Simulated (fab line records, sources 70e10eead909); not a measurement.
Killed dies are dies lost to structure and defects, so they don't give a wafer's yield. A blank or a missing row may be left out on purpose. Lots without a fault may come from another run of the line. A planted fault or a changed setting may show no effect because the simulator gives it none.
A struck lot beside a sound one | flow nand_harc | 40 steps out of a route of 1302
Sound: wafers L494.4, L494.5, L494.6. Struck: wafers L500.3, L500.6. (L500.2 of the same lot was not struck and is left out.) The cause comes at the end.
At each step with rows: each side's tool, then ch and its chambers, then its first start. Under that, the readings that differ: sound wafers | struck wafers | difference of the means | sigmas: that difference in standard deviations of wafers without a fault.
alike: readings whose means differ by less than 2 such deviations, and words and numbers that are the same on both sides. not compared: withheld readings, readings that some wafer has no value for, bounds like >300 that may hide the same value, and numbers for which the record gives no deviation and whose values overlap.
The two part at a step that has a row with sigmas, a row that says differs or no value, or rows on one side only. Numbers that don't overlap but have no deviation are shown without sigmas and don't part them. A reading that every wafer of one side lacks parts them only if that side has two wafers or more.

first, 4 steps without rows for these wafers: NHARC_P_CONTACT_ETCH_35 (etches the open film in CF4, target depth 39 nm, time 65 s); NHARC_P_CONTACT_ETCH_36 (etches the open film in N2/H2, target depth 260 nm, time 406.25 s); NHARC_P_CONTACT_ETCH_18 (etches the open film in C4F8/O2/Ar, target depth 481 nm, time 240.5 s); NHARC_P_CONTACT_STRIP_37 (strips in C4F8/O2/Ar).
NHARC_P_CONTACT_ETCH_31: etches the open film in CH3F/O2, target depth 30 nm, time 85.7 s.
  sound on rie_diel-02 ch 1,2; struck on rie_diel-06 ch 0,2
  alike: drypump_motor_current_A, oes_product_au, rf_vpp_V, showerhead_plenum_p_Torr, throttle_valve_pct
  not compared: rf_hours_counter_h
NHARC_P_CONTACT_CD_MEAS_19:
  sound on cd_sem-03, day 5 22:00; struck on cd_sem-03, day 8 12:20
  alike: cd_nm
NHARC_P_CONTACT_STRIP_28: strips in O2.
  sound on rie_diel-12 ch 0,1,2, day 5 22:07; struck on rie_diel-12 ch 2,3, day 8 12:25
  alike: drypump_motor_current_A, oes_product_au, rf_vpp_V, showerhead_plenum_p_Torr, throttle_valve_pct
  not compared: rf_hours_counter_h
then, 1 step without rows for these wafers: NHARC_P_CONTACT_STRIP_29 (strips in post etch residue remover, time 1200 s).
NHARC_P_CONTACT_DEGAS_38: time 60 s.
  sound on pvd_sputter-02, day 5 22:43; struck on pvd_sputter-03, day 8 13:03
  alike: heater_power_w
then, 3 steps without rows for these wafers: NHARC_P_CONTACT_PRE_CLEAN_39 (time 19.5 s); NHARC_P_CONTACT_PVD_32 (deposits Ti, target thk 5 nm, time 17.7 s); NHARC_P_CONTACT_ALD_22 (deposits TiN, target thk 3 nm, pulse time 1 s, ald cycles 150).
NHARC_P_CONTACT_CVD_23: deposits W, target thk 200 nm, time 557 s.
  sound on cvd_w-02 ch 0,1, day 5 23:19; struck on cvd_w-02 ch 0, day 8 13:34
  alike: heater_power_w, mfc_h2_sccm, throttle_valve_pct
then, 12 steps without rows for these wafers: NHARC_P_CONTACT_CMP_24 (polishes, t overpolish 30 s, target thk 200 nm); NHARC_P_CONTACT_SRD_26; NHARC_P_M0_DEP_00 (deposits SiOC, target thk 150 nm); NHARC_P_M0_DEHYDRATE_01 (time 120 s); NHARC_P_M0_HMDS_02 (time 30 s); NHARC_P_M0_COAT_33 (time 65 s); NHARC_P_M0_COAT_03 (resist thk 90 nm); NHARC_P_M0_SOFTBAKE_04 (time 55 s); NHARC_P_M0_EBR_05; NHARC_P_M0_EXPOSE_06 (exposes mask P M0, target cd 90 nm); NHARC_P_M0_PEB_07 (peb time 65 s); NHARC_P_M0_DEVELOP_08 (develop time 35 s).
NHARC_P_M0_CD_MEAS_09: target cd 90 nm.
  sound on cd_sem-03 ch 0, day 6 00:59; struck on cd_sem-02 ch 0, day 8 15:25
  reading    | sound          | struck    | difference | sigmas
  cd_nm (nm) | 89.6 90.2 89.6 | 91.3 91.2 | +1.5       | +3
NHARC_P_M0_OVL_MEAS_10: pitch 180 nm.
  sound on overlay-01, day 6 01:04; struck on overlay-01, day 8 15:31
  alike: overlay_x_nm, overlay_y_nm
then, 2 steps without rows for these wafers: NHARC_P_M0_DESCUM_14 (chemistry O2, time 3 s); NHARC_P_M0_ETCH_34 (etches the open film in N2/H2, target depth 40 nm, overetch 12 nm, time 43.94 s).
NHARC_P_M0_ETCH_15: etches the open film in C4F8/Ar, target depth 150 nm, overetch 15 nm, time 82.5 s.
  sound on rie_diel-11 ch 0,1,2; struck on rie_diel-11 ch 1
  alike: oes_product_au, rf_vpp_V
  not compared: rf_hours_counter_h
NHARC_P_M0_CD_MEAS_16:
  sound on cd_sem-02, day 6 01:30; struck on cd_sem-02, day 8 15:57
  reading    | sound          | struck    | difference | sigmas
  cd_nm (nm) | 88.9 90.3 89.3 | 91.5 90.9 | +1.7       | +3
NHARC_P_M0_STRIP_18: strips in N2/H2.
  sound on rie_diel-10 ch 0,1, day 6 01:35; struck on rie_diel-03 ch 1,2, day 8 16:01
  alike: drypump_motor_current_A, oes_product_au, rf_vpp_V, showerhead_plenum_p_Torr, throttle_valve_pct
  not compared: rf_hours_counter_h
then, 7 steps without rows for these wafers: NHARC_P_M0_STRIP_19 (strips in post etch residue remover, time 600 s); NHARC_P_M0_DEGAS_28 (time 60 s); NHARC_P_M0_PRE_CLEAN_29 (time 30 s); NHARC_P_M0_PVD_20 (deposits TaN, target thk 5 nm, time 8.06 s); NHARC_P_M0_PVD_21 (deposits Cu, target thk 30 nm, time 20.49 s); NHARC_P_M0_ECD_22 (material Cu, target thk 400 nm); NHARC_P_M0_ANNEAL_30 (time 90 s).
-- the record jumps here: 22 days lie between the struck wafers' starts before and after (it left off in module P_M0 and takes up again in module END, whose first step shown is number 1302 of the route) --
NHARC_END_SORT_01:
  sound on prober-02 ch 0, day 23 22:26; struck on prober-01 ch 0, day 31 02:50
  reading             | sound | struck | difference | sigmas
  killed_at_other     | 3 4 3 | 0 0    | -3         | -3
  killed_at_periphery | 4 2 2 | 25 30  | +25        | +9
  alike: killed_at_array, killed_dies, killed_open, killed_short

WHERE THEY PART
First at NHARC_P_M0_CD_MEAS_09; last, within this record, at NHARC_END_SORT_01.

WHY: what the simulator had put in
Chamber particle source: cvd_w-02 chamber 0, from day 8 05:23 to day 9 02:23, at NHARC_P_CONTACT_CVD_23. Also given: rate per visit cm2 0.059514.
